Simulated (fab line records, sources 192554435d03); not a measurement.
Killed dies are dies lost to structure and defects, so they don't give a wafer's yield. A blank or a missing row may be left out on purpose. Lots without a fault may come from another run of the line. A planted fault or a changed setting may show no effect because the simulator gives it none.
fab line records | flow n5_finfet
record lots=24 wafers=72 last_day=17
route steps=1938 shown BEOL_M0_CUTY@708 BEOL_M0@729 BEOL_M1@752
lots that met no fault: from a run of the same line without faults
start_h: hours from the record's first day to the start of the lot's first wafer shown | wait_h: hours since the lot's step before | " the same as in the row above | L1.1+2: a row that stands for several wafers | - no value, or no start given | * or withheld: withheld | < > ~ a bound
route shown NAME@n: a module of which the file shows steps, and the number in the route of the first | usual: mean/standard deviation of fault-free wafers | same: alike in all rows | chamber/n: place in a boat | sites: the reading at each site | _std_site: their standard deviation | _edge_site: outer sites' mean less inner sites' | radius_mm: how far each site lies from the wafer's centre | mask NAME#n: copy n | behind: the tool/chamber that last shaped the wafer | hold: why the lot was held/for how many hours/how that ended | device: the transistor (n, p or np) that didn't switch | end of line: the same wafers' tests at the end of the route | a step without rows: its recipe alone | killed: dies lost to structure and defects at the first sort, not the wafer's yield | map: a wafer's dies, x killed, . not, _ none there
set.NAME: the setting as run; set.NAME@STEP: as run at that earlier step | model.NAME: the simulator's own value behind a step, which no gauge read
steps of the route over a sample of lots; a table a step, a row a wafer
services: from which hour (start_h, from the record's first day; less than 0 if before it) a tool's chamber was out of use, for how many hours, and why
## steps
# step N5_BEOL_M0_CUTY_CD_MEAS_57
# recipe target_cd_nm=200 landing_energy_ev=500 detector=se_inlens polarity=line
# usual cd_nm=200.4/1.1
# columns lot.wafer tool chamber start_h wait_h cd_nm
L074.2 cd_sem-03 0 117.65 - 199.2
L074.3 " 0 " " 200.2
L074.5 " 0 " " 200.2
L075.1 cd_sem-02 0 119.65 - 199.8
L075.3 " 0 " " 200.2
L075.5 " 0 " " 200.5
L076.1 cd_sem-03 0 124.95 - 198.0
L076.3 " 0 " " 198.6
L076.5 " 0 " " 197.6
L077.1 cd_sem-03 0 131.89 - 198.9
L077.3 " 0 " " 198.4
L077.6 " 0 " " 198.5
L078.1 cd_sem-03 0 142.34 - 200.7
L078.3 " 0 " " 200.0
L078.6 " 0 " " 198.1
L079.1 cd_sem-01 0 144.56 - 200.5
L079.3 " 0 " " 200.7
L079.6 " 0 " " 199.8
L080.1 cd_sem-02 0 153.74 - 200.9
L080.3 " 0 " " 201.7
L080.5 " 0 " " 203.0
L081.2 cd_sem-02 0 157.21 - 201.2
L081.3 " 0 " " 199.3
L081.5 " 0 " " 199.9
L082.1 cd_sem-02 0 165.72 - 199.4
L082.2 " 0 " " 199.5
L082.3 " 0 " " 198.4
L083.2 cd_sem-01 0 168.33 - 200.0
L083.4 " 0 " " 198.6
L083.5 " 0 " " 200.4
L084.2 cd_sem-03 0 172.32 - 199.8
L084.3 " 0 " " 200.2
L084.5 " 0 " " 198.1
L085.3 cd_sem-02 0 179.94 - 200.5
L085.4 " 0 " " 201.1
L085.6 " 0 " " 199.2
L086.1 cd_sem-01 0 186.28 - 200.8
L086.3 " 0 " " 200.0
L086.4 " 0 " " 199.5
L087.1 cd_sem-02 0 192.39 - 200.5
L087.3 " 0 " " 201.4
L087.6 " 0 " " 200.2
L088.1 cd_sem-01 0 196.89 - 200.8
L088.3 " 0 " " 201.5
L088.5 " 0 " " 201.1
L089.4 cd_sem-03 0 204.21 - 199.6
L089.5 " 0 " " 199.1
L089.6 " 0 " " 199.8
L090.1 cd_sem-02 0 209.79 - 200.1
L090.2 " 0 " " 200.1
L090.5 " 0 " " 200.4
L091.2 cd_sem-03 0 213.33 - 202.7
L091.3 " 0 " " 201.8
L091.4 " 0 " " 201.9
L092.2 cd_sem-03 0 243.52 - 200.5
L092.5 " 0 " " 201.0
L092.6 " 0 " " 200.7
L093.2 cd_sem-01 0 243.73 - 200.5
L093.4 " 0 " " 202.9
L093.5 " 0 " " 202.8
L094.1 cd_sem-01 0 244.02 - 199.9
L094.4 " 0 " " 202.5
L094.6 " 0 " " 200.5
L095.1 cd_sem-03 0 244.33 - 201.0
L095.3 " 0 " " 199.6
L095.4 " 0 " " 200.9
L096.1 cd_sem-02 0 248.10 - 200.6
L096.3 " 0 " " 199.7
L096.4 " 0 " " 200.3
L097.2 cd_sem-01 0 256.18 - 200.7
L097.5 " 0 " " 199.4
L097.6 " 0 " " 201.9
# step N5_BEOL_M0_CUTY_ETCH_62
# recipe chemistry=CF4 target=SiARC mask_material=CAR-ArF-block time_s=58.5 ion_energy_ev=80 pressure_mtorr=40 source_w=545 bias_w=36 Ar_flow_sccm=100 cf4_flow_sccm=100 ends=cleared
# usual drypump_motor_current_A=5.6/0.6 etch_rf_on_time_s=58.0/1.6 oes_product_au=0.69/0.086 rf_vpp_V=184.3/1.1 showerhead_plenum_p_Torr=2.16/0.074 throttle_valve_pct=15.63/0.27
# columns lot.wafer tool chamber start_h wait_h drypump_motor_current_A etch_rf_on_time_s oes_product_au rf_hours_counter_h rf_vpp_V showerhead_plenum_p_Torr throttle_valve_pct
L074.2 rie_diel-04 2 117.99 0.0 5.7 60.6 0.56 234 185.1 2.10 15.81
L074.3 " 0 " " 6.6 59.7 0.64 163 185.7 2.23 15.65
L074.5 " 2 " " 5.7 60.4 0.57 - 183.7 2.10 15.84
L075.1 rie_diel-04 3 119.78 0.0 6.2 58.7 0.68 101 184.1 2.08 15.84
L075.3 " 1 " " 5.9 55.3 0.62 213 185.2 2.21 16.18
L075.5 " 3 " " 6.2 58.7 0.68 - 183.6 2.08 15.83
L076.1 rie_diel-06 2 125.08 0.0 5.1 59.5 0.69 66 185.3 2.29 15.45
L076.3 " 0 " " 6.3 58.4 0.60 224 182.8 2.11 16.01
L076.5 " 3 " " 5.9 58.6 0.70 - 184.8 2.16 15.53
L077.1 rie_diel-06 2 132.01 0.0 5.1 59.2 0.69 69 185.5 2.29 15.45
L077.3 " 3 " " 5.9 58.6 0.70 76 183.8 2.16 15.54
L077.6 " 0 " " 6.2 58.1 0.60 - 184.1 2.11 16.04
L078.1 rie_diel-06 2 142.46 0.0 5.1 59.2 0.69 74 185.7 2.29 15.47
L078.3 " 0 " " 6.2 57.7 0.60 232 184.5 2.11 16.04
L078.6 " 0 " " 6.2 57.9 0.60 - 183.7 2.11 16.04
L079.1 rie_diel-06 2 144.68 0.0 5.1 59.3 0.68 75 185.9 2.29 15.48
L079.3 " 0 " " 6.3 58.0 0.60 233 182.9 2.11 16.03
L079.6 " 1 " " 4.8 58.9 0.61 - 182.5 2.12 15.77
L080.1 rie_diel-04 2 153.86 0.0 5.6 60.5 0.56 248 183.1 2.09 15.84
L080.3 " 0 " " 6.7 58.1 0.65 173 184.5 2.22 15.69
L080.5 " 3 " " 6.2 59.6 0.66 - 183.1 2.08 15.84
L081.2 rie_diel-06 2 157.34 0.0 5.1 58.7 0.68 81 183.8 2.29 15.49
L081.3 " 3 " " 5.9 60.2 0.68 88 183.1 2.16 15.55
L081.5 " 2 " " 5.1 58.7 0.68 - 185.2 2.29 15.50
L082.1 rie_diel-05 2 166.05 0.0 5.3 58.8 0.74 42 184.4 2.16 15.15
L082.2 " 1 " " 5.3 57.8 0.58 248 181.4 2.01 16.02
L082.3 " 0 " " 4.8 57.1 0.59 237 182.9 2.03 15.89
L083.2 rie_diel-04 0 168.45 0.0 6.7 59.2 0.63 179 185.4 2.22 15.69
L083.4 " 1 " " 5.9 56.5 0.60 - 185.3 2.20 16.23
L083.5 " 0 " " 6.7 58.5 0.63 - 185.4 2.22 15.70
L084.2 rie_diel-06 2 172.44 0.0 5.1 59.1 0.68 87 185.6 2.28 15.48
L084.3 " 3 " " 5.9 59.8 0.68 93 184.2 2.16 15.55
L084.5 " 0 " " 6.2 58.5 0.59 - 183.9 2.11 16.06
L085.3 rie_diel-05 2 180.06 0.0 5.3 57.9 0.74 49 184.4 2.16 15.16
L085.4 " 3 " " 6.3 56.5 0.81 - 183.2 2.17 15.32
L085.6 " 2 " " 5.3 58.1 0.74 - 184.0 2.16 15.15
L086.1 rie_diel-04 3 186.40 0.0 6.2 60.9 0.64 128 184.5 2.07 15.89
L086.3 " 1 " " 5.9 57.1 0.60 240 184.6 2.20 16.24
L086.4 " 2 " " 5.7 61.5 0.82 1 183.2 2.09 15.38
L087.1 rie_diel-05 3 192.51 0.0 6.3 56.1 0.80 13 184.9 2.17 15.33
L087.3 " 1 " " 5.3 56.0 0.85 2 185.8 2.26 15.52
L087.6 " 1 " " 5.3 56.2 0.84 - 185.1 2.26 15.53
L088.1 rie_diel-05 1 197.60 0.0 5.3 56.3 0.83 4 185.7 2.26 15.53
L088.3 " 2 " " 5.3 58.1 0.72 55 184.4 2.16 15.17
L088.5 " 3 " " 6.3 56.3 0.80 - 184.2 2.17 15.33
L089.4 rie_diel-05 1 204.35 0.0 5.3 56.1 0.84 - 185.8 2.26 15.54
L089.5 " 2 " " 5.3 58.0 0.72 - 185.1 2.15 15.18
L089.6 " 3 " " 6.3 56.5 0.79 - 185.8 2.17 15.32
L090.1 rie_diel-06 2 209.91 0.0 5.1 59.5 0.66 101 185.7 2.28 15.51
L090.2 " 3 " " 5.9 58.4 0.67 108 184.5 2.15 15.60
L090.5 " 3 " " 5.9 58.9 0.67 - 185.2 2.15 15.60
L091.2 rie_diel-05 2 213.49 0.0 5.3 58.5 0.72 60 183.5 2.15 15.16
L091.3 " 3 " " 6.3 56.6 0.79 22 185.8 2.17 15.35
L091.4 " 1 " " 5.3 55.9 0.82 - 183.2 2.26 15.53
L092.2 rie_diel-04 3 243.64 0.0 6.2 59.7 0.63 148 182.8 2.07 15.92
L092.5 " 2 " " 5.7 59.6 0.77 - 182.2 2.08 15.42
L092.6 " 3 " " 6.2 60.0 0.63 - 183.4 2.07 15.92
L093.2 rie_diel-06 1 243.85 0.0 4.8 58.7 0.60 232 183.8 2.11 15.84
L093.4 " 2 " " 5.1 58.8 0.66 113 185.8 2.27 15.55
L093.5 " 0 " " 6.2 56.4 0.84 - 183.5 2.10 15.57
L094.1 rie_diel-06 1 244.25 0.0 4.8 58.9 0.59 232 183.8 2.11 15.85
L094.4 " 0 " " 6.3 56.5 0.83 4 183.0 2.10 15.56
L094.6 " 1 " " 4.8 58.6 0.59 - 183.2 2.11 15.84
L095.1 rie_diel-05 2 244.81 0.0 5.3 57.7 0.71 73 185.3 2.15 15.21
L095.3 " 0 " " 4.8 53.4 0.85 12 184.7 2.28 15.46
L095.4 " 1 " " 5.3 56.3 0.79 - 185.9 2.26 15.56
L096.1 rie_diel-05 0 248.23 0.0 4.8 53.6 0.85 13 185.7 2.28 15.45
L096.3 " 1 " " 5.3 56.2 0.79 24 185.9 2.26 15.58
L096.4 " 2 " " 5.3 58.1 0.72 - 185.4 2.15 15.21
L097.2 rie_diel-05 2 256.30 0.0 5.3 58.5 0.70 79 185.2 2.15 15.20
L097.5 " 0 " " 4.8 54.5 0.83 - 185.6 2.28 15.47
L097.6 " 2 " " 5.3 57.8 0.71 - 185.5 2.15 15.22
# step N5_BEOL_M0_DEGAS_112
# recipe ambient=vacuum temp_c=250 time_s=60
# usual heater_power_w=346/50 susceptor_temp_C=249.99/0.19
# same time_s=60
# columns lot.wafer tool chamber start_h wait_h heater_power_w susceptor_temp_C
L074.2 pvd_sputter-02 - 119.39 0.3 313 250.21
L074.3 " - " " 384 250.05
L074.5 " - " " 387 249.98
L075.1 pvd_sputter-02 - 123.49 1.1 391 250.28
L075.3 " - " " 234 250.02
L075.5 " - " " 386 250.03
L076.1 pvd_sputter-01 - 126.26 0.2 370 250.01
L076.3 " - " " 321 249.98
L076.5 " - " " 368 249.57
L077.1 pvd_sputter-01 - 135.96 0.9 324 249.93
L077.3 " - " " 341 250.01
L077.6 " - " " 325 249.93
L078.1 pvd_sputter-03 - 144.36 0.2 343 250.13
L078.3 " - " " 270 249.82
L078.6 " - " " 431 250.04
L079.1 pvd_sputter-01 - 149.46 1.8 319 249.93
L079.3 " - " " 380 249.87
L079.6 " - " " 328 249.69
L080.1 pvd_sputter-03 - 156.45 0.9 341 249.99
L080.3 " - " " 352 249.80
L080.5 " - " " 351 249.78
L081.2 pvd_sputter-01 - 162.10 1.0 377 249.92
L081.3 " - " " 330 249.91
L081.5 " - " " 317 250.04
L082.1 pvd_sputter-03 - 170.39 0.5 336 249.93
L082.2 " - " " 347 249.90
L082.3 " - " " 424 249.94
L083.2 pvd_sputter-03 - 171.19 0.5 432 250.16
L083.4 " - " " 266 250.01
L083.5 " - " " 364 250.31
L084.2 pvd_sputter-03 - 176.54 1.7 273 249.71
L084.3 " - " " 437 250.34
L084.5 " - " " 444 250.07
L085.3 pvd_sputter-01 - 183.02 0.6 321 250.25
L085.4 " - " " 381 250.05
L085.6 " - " " 321 250.03
L086.1 pvd_sputter-01 - 195.28 0.4 323 250.16
L086.3 " - " " 368 249.73
L086.4 " - " " 335 249.81
L087.1 pvd_sputter-03 - 195.44 0.5 422 250.22
L087.3 " - " " 268 249.70
L087.6 " - " " 268 250.02
L088.1 pvd_sputter-03 - 200.44 0.1 440 250.01
L088.3 " - " " 271 250.19
L088.5 " - " " 272 250.16
L089.4 pvd_sputter-01 - 207.28 1.1 371 249.83
L089.5 " - " " 322 249.99
L089.6 " - " " 384 249.73
L090.1 pvd_sputter-03 - 213.64 0.3 262 249.99
L090.2 " - " " 427 249.97
L090.5 " - " " 427 249.98
L091.2 pvd_sputter-02 - 217.75 0.2 419 250.34
L091.3 " - " " 317 249.82
L091.4 " - " " 377 250.37
L092.2 pvd_sputter-01 - 246.56 0.9 333 250.08
L092.5 " - " " 327 250.24
L092.6 " - " " 337 249.82
L093.2 pvd_sputter-01 - 246.64 0.9 336 249.69
L093.4 " - " " 327 250.03
L093.5 " - " " 322 250.20
L094.1 pvd_sputter-01 - 248.54 0.9 341 249.90
L094.4 " - " " 318 250.51
L094.6 " - " " 322 249.74
L095.1 pvd_sputter-03 - 250.25 0.4 351 250.07
L095.3 " - " " 269 250.17
L095.4 " - " " 339 249.89
L096.1 pvd_sputter-01 - 250.30 0.4 332 250.23
L096.3 " - " " 327 250.13
L096.4 " - " " 366 249.95
L097.2 pvd_sputter-02 - 260.28 0.0 378 250.29
L097.5 " - " " 383 250.36
L097.6 " - " " 427 250.19
# step N5_BEOL_M0_CMP_120
# recipe stop_on=SiOC t_overpolish_s=6.9 down_force_psi=1 platen_rpm=50 clearing_platen_down_force_psi=1.5 clearing_platen_rpm=50 post_cmp_clean=cu_alkaline clearing_platen_pad_velocity_m_s=0.99484 pad_velocity_m_s=0.99484
# usual barrier_field_endpoint_s=3.67/0.16 clearing_platen_down_force_psi=1.500/0.0033 motor_current_A=6.0/0.56 overpolish_run_s=6.899/0.0091 pad_life_wafers=1314/540 platen_rpm=50.00/0.037 time_to_endpoint_s=62/4
# columns lot.wafer tool chamber start_h wait_h barrier_field_endpoint_s clearing_platen_down_force_psi motor_current_A overpolish_run_s pad_life_wafers platen_rpm time_to_endpoint_s
L074.2 cmp-04 3 122.54 0.4 3.69 1.503 6.3 6.894 757 50.02 60
L074.3 " 1 " " 3.71 1.504 6.9 6.899 759 50.00 62
L074.5 " 2 " " 3.58 1.498 6.7 6.912 - 50.06 59
L075.3 cmp-04 1 126.17 0.2 3.71 1.502 7.2 6.915 786 50.02 61
L075.1 " 3 " " 3.61 1.501 6.0 6.876 788 50.01 63
L075.5 " 2 " " 3.68 1.507 6.3 6.895 - 50.00 58
L076.3 cmp-02 2 127.79 0.2 3.74 1.502 5.4 6.893 1044 50.06 66
L076.1 " 3 " " 3.57 1.498 5.6 6.914 1045 49.99 58
L076.5 " 2 " " 3.79 1.499 5.3 6.907 - 50.02 65
L077.3 cmp-04 2 137.51 0.2 3.48 1.495 6.6 6.895 906 50.06 59
L077.1 " 0 " " 3.49 1.499 5.1 6.909 908 49.95 59
L077.6 " 2 " " 3.51 1.505 6.4 6.896 - 49.99 55
L078.1 cmp-04 3 147.07 0.5 3.73 1.498 6.4 6.902 1002 50.03 66
L078.3 " 1 " " 3.56 1.494 6.9 6.899 1004 50.01 62
L078.6 " 3 " " 3.58 1.499 6.2 6.890 - 50.04 64
L079.1 cmp-04 0 150.82 0.3 3.87 1.498 5.2 6.899 1026 49.97 63
L079.3 " 3 " " 3.72 1.499 6.5 6.885 1029 49.97 64
L079.6 " 1 " " 3.67 1.504 6.8 6.906 - 49.97 62
L080.1 cmp-02 2 158.88 0.3 4.09 1.504 5.7 6.889 1344 49.93 65
L080.3 " 3 " " 3.68 1.497 5.8 6.904 1345 49.98 57
L080.5 " 2 " " 3.94 1.495 5.6 6.899 - 50.02 64
L081.2 cmp-03 3 164.19 0.2 3.82 1.496 5.7 6.907 1860 49.97 65
L081.3 " 1 " " 3.72 1.501 6.1 6.899 1862 50.04 67
L081.5 " 0 " " 3.61 1.496 6.3 6.914 - 50.02 59
L082.3 cmp-03 0 171.87 0.2 3.79 1.502 6.0 6.893 1920 50.01 61
L082.2 " 1 " " 3.69 1.496 5.6 6.884 1921 49.96 67
L082.1 " 3 " " 3.65 1.501 5.4 6.897 1923 50.03 60
L083.2 cmp-04 3 174.52 0.2 3.48 1.503 6.1 6.882 1224 49.97 61
L083.4 " 0 " " 3.66 1.499 5.2 6.899 1225 50.02 57
L083.5 " 0 " " 3.49 1.500 5.5 6.893 - 50.01 57
L084.2 cmp-02 2 178.04 0.3 3.76 1.502 5.2 6.904 1488 50.00 62
L084.3 " 3 " " 3.60 1.499 6.0 6.891 1489 50.02 57
L084.5 " 3 " " 3.48 1.501 6.0 6.890 - 50.01 58
L085.3 cmp-02 1 184.49 0.2 4.09 1.502 6.1 6.907 1542 50.04 71
L085.4 " 3 " " 3.58 1.504 5.9 6.899 1544 49.98 56
L085.6 " 1 " " 3.85 1.498 6.3 6.880 - 50.07 71
L086.4 cmp-03 3 196.84 0.1 3.78 1.498 5.4 6.892 2094 49.98 64
L086.3 " 1 " " 3.84 1.501 5.7 6.913 2096 50.03 66
L086.1 " 2 " " 3.54 1.498 5.2 6.893 2097 50.03 62
L087.1 cmp-02 2 197.09 0.3 3.77 1.499 5.6 6.896 1632 49.98 62
L087.3 " 3 " " 3.52 1.498 5.8 6.914 1633 50.04 55
L087.6 " 3 " " 3.40 1.497 6.1 6.887 - 49.99 58
L088.1 cmp-02 2 203.46 0.3 3.55 1.499 5.4 6.895 1693 50.00 61
L088.3 " 3 " " 3.56 1.499 5.9 6.892 1694 49.92 57
L088.5 " 2 " " 3.82 1.496 5.6 6.902 - 50.00 62
L089.4 cmp-02 0 208.94 0.2 3.46 1.504 5.2 6.913 1749 50.01 54
L089.5 " 1 " " 3.70 1.494 6.0 6.895 - 50.04 72
L089.6 " 2 " " 3.64 1.495 5.3 6.899 - 49.95 62
L090.1 cmp-04 3 215.51 0.3 3.51 1.503 6.2 6.908 1555 50.04 61
L090.2 " 0 " " 3.75 1.496 5.1 6.909 1556 49.97 62
L090.5 " 3 " " 3.52 1.500 6.5 6.907 - 49.97 60
L091.2 cmp-04 1 219.47 0.2 3.60 1.504 7.0 6.902 1584 49.97 67
L091.4 " 2 " " 3.58 1.500 6.6 6.914 1585 50.02 61
L091.3 " 3 " " 3.84 1.504 6.2 6.909 1586 50.00 67
L093.4 cmp-03 1 248.08 0.2 3.44 1.498 5.8 6.890 205 50.00 65
L093.2 " 2 " " 3.46 1.502 5.2 6.894 206 50.01 62
L093.5 " 1 " " 3.53 1.501 5.7 6.912 - 49.93 62
L092.2 cmp-04 2 248.19 0.3 3.61 1.499 7.0 6.892 1808 50.03 61
L092.5 " 0 " " 3.50 1.503 4.9 6.919 - 50.02 61
L092.6 " 1 " " 3.68 1.497 6.6 6.913 - 50.06 62
L094.1 cmp-04 1 250.32 0.3 3.67 1.499 7.2 6.914 1830 50.01 64
L094.4 " 2 " " 3.76 1.501 6.7 6.897 1831 50.06 63
L094.6 " 1 " " 3.84 1.496 6.8 6.900 - 50.00 64
L095.3 cmp-04 1 251.59 0.2 3.84 1.499 7.0 6.894 1848 50.02 65
L095.4 " 3 " " 3.96 1.503 6.2 6.889 1850 49.99 68
L095.1 " 0 " " 3.77 1.501 5.2 6.897 1851 50.02 60
L096.4 cmp-03 3 251.72 0.1 3.89 1.503 5.4 6.904 246 50.02 64
L096.1 " 1 " " 3.76 1.494 5.4 6.895 248 49.99 62
L096.3 " 2 " " 3.88 1.504 5.4 6.898 249 50.01 62
L097.2 cmp-03 1 265.46 0.2 3.67 1.499 6.1 6.890 361 50.03 63
L097.5 " 0 " " 3.32 1.505 5.9 6.901 - 50.06 60
L097.6 " 1 " " 3.74 1.498 5.7 6.903 - 50.02 63
# step N5_BEOL_M0_RS_MEAS_126
# recipe thk_meas_gauge=four-point-probe reads=Co_of_BEOL_M0_CO_CAP_123+Cu_of_BEOL_M0_ECD_118+Co_of_BEOL_M0_CVD_115+TaN_of_BEOL_M0_ALD_136
# usual M0_RS=0.540/0.023
# columns lot.wafer tool chamber start_h wait_h M0_RS[ohm/sq]
L074.2 film_metro-01 - 123.06 0.1 0.546
L074.3 " - " " 0.562
L074.5 " - " " 0.568
L075.1 film_metro-02 - 126.79 0.1 0.524
L075.3 " - " " 0.558
L075.5 " - " " 0.548
L076.1 film_metro-01 - 128.35 0.0 0.601
L076.3 " - " " 0.551
L076.5 " - " " 0.546
L077.1 film_metro-02 - 138.07 0.0 0.563
L077.3 " - " " 0.574
L077.6 " - " " 0.541
L078.1 film_metro-02 - 147.78 0.0 0.520
L078.3 " - " " 0.563
L078.6 " - " " 0.509
L079.1 film_metro-01 - 151.39 0.0 0.586
L079.3 " - " " 0.540
L079.6 " - " " 0.550
L080.1 film_metro-01 - 159.44 0.0 0.543
L080.3 " - " " 0.593
L080.5 " - " " 0.545
L081.2 film_metro-01 - 164.74 0.1 0.519
L081.3 " - " " 0.519
L081.5 " - " " 0.539
L082.1 film_metro-01 - 172.42 0.0 0.531
L082.2 " - " " 0.513
L082.3 " - " " 0.545
L083.2 film_metro-01 - 175.14 0.1 0.527
L083.4 " - " " 0.543
L083.5 " - " " 0.535
L084.2 film_metro-01 - 178.60 0.1 0.539
L084.3 " - " " 0.581
L084.5 " - " " 0.567
L085.3 film_metro-02 - 185.08 0.1 0.530
L085.4 " - " " 0.589
L085.6 " - " " 0.490
L086.1 film_metro-02 - 197.45 0.1 0.568
L086.3 " - " " 0.532
L086.4 " - " " 0.534
L087.1 film_metro-02 - 197.64 0.0 0.531
L087.3 " - " " 0.551
L087.6 " - " " 0.549
L088.1 film_metro-01 - 203.98 0.0 0.525
L088.3 " - " " 0.578
L088.5 " - " " 0.518
L089.4 film_metro-02 - 209.39 0.0 0.559
L089.5 " - " " 0.483
L089.6 " - " " 0.505
L090.1 film_metro-01 - 216.02 0.0 0.526
L090.2 " - " " 0.575
L090.5 " - " " 0.517
L091.2 film_metro-01 - 220.03 0.1 0.567
L091.3 " - " " 0.546
L091.4 " - " " 0.544
L093.2 film_metro-02 - 248.60 0.1 0.553
L093.4 " - " " 0.517
L093.5 " - " " 0.505
L092.2 film_metro-02 - 248.68 0.1 0.574
L092.5 " - " " 0.542
L092.6 " - " " 0.527
L094.1 film_metro-02 - 250.88 0.0 0.529
L094.4 " - " " 0.527
L094.6 " - " " 0.527
L095.1 film_metro-02 - 252.15 0.0 0.553
L095.3 " - " " 0.527
L095.4 " - " " 0.516
L096.1 film_metro-02 - 252.27 0.0 0.517
L096.3 " - " " 0.555
L096.4 " - " " 0.523
L097.2 film_metro-02 - 266.21 0.1 0.510
L097.5 " - " " 0.536
L097.6 " - " " 0.511
# step N5_BEOL_M1_THK_MEAS_01
# recipe reads=SiOC_of_BEOL_M1_ILD_DEP_00
# usual M1_ILD_THK=78.6/1
# columns lot.wafer tool chamber start_h wait_h M1_ILD_THK[nm]
L074.2 film_metro-01 - 123.19 0.1 79.7
L074.3 " - " " 79.4
L074.5 " - " " 80.7
L075.1 film_metro-02 - 126.92 0.0 77.9
L075.3 " - " " 78.3
L075.5 " - " " 79.0
L076.1 film_metro-01 - 128.48 0.0 78.4
L076.3 " - " " 78.2
L076.5 " - " " 80.4
L077.1 film_metro-01 - 138.20 0.0 79.7
L077.3 " - " " 78.2
L077.6 " - " " 79.5
L078.1 film_metro-02 - 147.91 0.0 77.3
L078.3 " - " " 77.8
L078.6 " - " " 80.2
L079.1 film_metro-01 - 151.52 0.0 79.2
L079.3 " - " " 78.0
L079.6 " - " " 79.2
L080.1 film_metro-01 - 159.57 0.0 76.9
L080.3 " - " " 77.6
L080.5 " - " " 79.0
L081.2 film_metro-02 - 164.87 0.1 77.3
L081.3 " - " " 77.5
L081.5 " - " " 78.1
L082.1 film_metro-02 - 172.55 0.0 78.2
L082.2 " - " " 78.0
L082.3 " - " " 77.0
L083.2 film_metro-01 - 175.27 0.1 77.7
L083.4 " - " " 79.1
L083.5 " - " " 79.6
L084.2 film_metro-01 - 178.73 0.1 78.3
L084.3 " - " " 78.4
L084.5 " - " " 79.5
L085.3 film_metro-01 - 185.21 0.1 78.4
L085.4 " - " " 78.7
L085.6 " - " " 79.2
L086.1 film_metro-02 - 197.58 0.0 78.4
L086.3 " - " " 78.2
L086.4 " - " " 79.1
L087.1 film_metro-01 - 197.77 0.0 79.9
L087.3 " - " " 79.9
L087.6 " - " " 79.8
L088.1 film_metro-01 - 204.12 0.1 77.3
L088.3 " - " " 78.2
L088.5 " - " " 79.2
L089.4 film_metro-01 - 209.53 0.1 77.5
L089.5 " - " " 78.0
L089.6 " - " " 77.3
L090.1 film_metro-02 - 216.15 0.0 78.7
L090.2 " - " " 77.6
L090.5 " - " " 79.8
L091.2 film_metro-02 - 220.18 0.1 77.6
L091.3 " - " " 79.2
L091.4 " - " " 79.1
L093.2 film_metro-02 - 248.73 0.1 77.4
L093.4 " - " " 78.1
L093.5 " - " " 78.3
L092.2 film_metro-02 - 248.81 0.1 78.2
L092.5 " - " " 78.6
L092.6 " - " " 78.8
L094.1 film_metro-01 - 251.01 0.0 79.2
L094.4 " - " " 79.4
L094.6 " - " " 79.8
L095.1 film_metro-01 - 252.28 0.0 77.5
L095.3 " - " " 77.7
L095.4 " - " " 78.7
L096.1 film_metro-01 - 252.40 0.0 79.1
L096.3 " - " " 78.3
L096.4 " - " " 79.6
L097.2 film_metro-01 - 266.34 0.1 77.5
L097.5 " - " " 78.5
L097.6 " - " " 78.5
## services
# columns tool chamber start_h hours kind
pvd_sputter-02 - 103.35 1.5 repair
pvd_sputter-02 - 127.15 4.5 repair
rie_diel-05 3 133.54 - clean
rie_diel-05 3 133.54 - consumable_replace:focus_ring
rie_diel-05 3 133.54 18.2 scheduled_down
rie_diel-05 3 133.54 18.2 vent_cycle
rie_diel-04 0 138.65 5.3 repair
pvd_sputter-01 - 141.51 3.1 repair
rie_diel-06 0 147.08 5.7 repair
pvd_sputter-01 - 151.78 1.0 repair
rie_diel-05 1 170.15 - clean
rie_diel-05 1 170.15 - consumable_replace:focus_ring
rie_diel-05 1 170.15 - consumable_replace:showerhead
rie_diel-05 1 170.15 17.4 scheduled_down
cmp-04 - 183.56 0.9 repair
pvd_sputter-01 - 194.09 0.8 repair
cmp-03 - 203.50 4.0 pm
cmp-03 - 218.71 1.1 repair
cmp-03 - 221.52 5.1 pm
rie_diel-04 1 235.62 8.8 repair
rie_diel-05 3 239.05 115.1 repair
cmp-04 - 244.19 3.7 pm
cmp-02 - 244.28 4.8 pm
cmp-02 - 256.68 4.0 pm
## key
fault none
